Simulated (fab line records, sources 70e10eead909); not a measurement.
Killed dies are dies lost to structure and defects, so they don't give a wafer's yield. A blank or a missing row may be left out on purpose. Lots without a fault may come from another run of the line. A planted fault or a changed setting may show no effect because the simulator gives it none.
A struck lot beside a sound one | flow nand_harc | 18 steps out of a route of 1302
Sound: wafers L627.3, L627.4, L627.6. Struck: wafers L638.2, L638.3, L638.4. The cause comes at the end.
At each step with rows: each side's tool, then ch and its chambers, then its first start. Under that, the readings that differ: sound wafers | struck wafers | difference of the means | sigmas: that difference in standard deviations of wafers without a fault.
alike: readings whose means differ by less than 2 such deviations, and words and numbers that are the same on both sides. not compared: withheld readings, readings that some wafer has no value for, bounds like >300 that may hide the same value, and numbers for which the record gives no deviation and whose values overlap.
The two part at a step that has a row with sigmas, a row that says differs or no value, or rows on one side only. Numbers that don't overlap but have no deviation are shown without sigmas and don't part them. A reading that every wafer of one side lacks parts them only if that side has two wafers or more.

NHARC_P_ZERO_WELL_CD_MEAS_24: target cd 720 nm.
  sound on cd_sem-02 ch 0, day 2 19:32; struck on cd_sem-03 ch 0, day 7 08:35
  alike: cd_nm
then, 1 step without rows for these wafers: NHARC_P_ZERO_WELL_HARDBAKE_25 (time 80 s).
NHARC_P_ZERO_WELL_DESCUM_26: chemistry O2, time 3 s.
  sound on rie_diel-07 ch 1,3, day 2 19:42; struck on rie_diel-07 ch 0,1,2, day 7 08:49
  alike: chamber_pressure_mTorr, drypump_motor_current_A, mfc_ar_sccm, oes_product_au, rf_vpp_V, showerhead_plenum_p_Torr, throttle_valve_pct
  not compared: rf_hours_counter_h
then, 9 steps without rows for these wafers: NHARC_P_ZERO_WELL_IMPLANT_27; NHARC_P_ZERO_WELL_IMPLANT_57; NHARC_P_ZERO_WELL_IMPLANT_58; NHARC_P_ZERO_WELL_STRIP_28 (strips in SPM, time 840 s); NHARC_P_ZERO_WELL_DEHYDRATE_29 (time 120 s); NHARC_P_ZERO_WELL_HMDS_30 (time 30 s); NHARC_P_ZERO_WELL_COAT_31; NHARC_P_ZERO_WELL_SOFTBAKE_32 (time 95 s); NHARC_P_ZERO_WELL_EBR_33.
NHARC_P_ZERO_WELL_EXPOSE_34: exposes mask P PWELL, target cd 720 nm.
  sound on krf_scanner-01 ch 0, day 2 21:02; struck on krf_scanner-04 ch 0, day 7 10:10
  reading | sound                         | struck                                 | difference | sigmas
  mask    | P_PWELL#0 P_PWELL#0 P_PWELL#0 | P_PWELL_R1#0 P_PWELL_R1#0 P_PWELL_R1#0 | differs    |
then, 2 steps without rows for these wafers: NHARC_P_ZERO_WELL_PEB_35 (peb time 85 s); NHARC_P_ZERO_WELL_DEVELOP_36 (time 70 s).
NHARC_P_ZERO_WELL_CD_MEAS_37: target cd 720 nm.
  sound on cd_sem-02 ch 0, day 2 21:11; struck on cd_sem-02 ch 0, day 7 10:19
  reading    | sound             | struck            | difference | sigmas
  cd_nm (nm) | 718.8 723.0 718.9 | 765.8 768.2 763.5 | +45.6      | +22
then, 1 step without rows for these wafers: NHARC_P_ZERO_WELL_HARDBAKE_38 (time 80 s).
-- the record jumps here: 22 days lie between the struck wafers' starts before and after (it left off in module P_ZERO_WELL and takes up again in module END, whose first step shown is number 1302 of the route) --
NHARC_END_SORT_01:
  the record has rows for the struck wafers here (prober-02 ch 0, day 29 12:34) and none for the sound ones

WHERE THEY PART
First at NHARC_P_ZERO_WELL_EXPOSE_34; last, within this record, at NHARC_END_SORT_01.

WHY: what the simulator had put in
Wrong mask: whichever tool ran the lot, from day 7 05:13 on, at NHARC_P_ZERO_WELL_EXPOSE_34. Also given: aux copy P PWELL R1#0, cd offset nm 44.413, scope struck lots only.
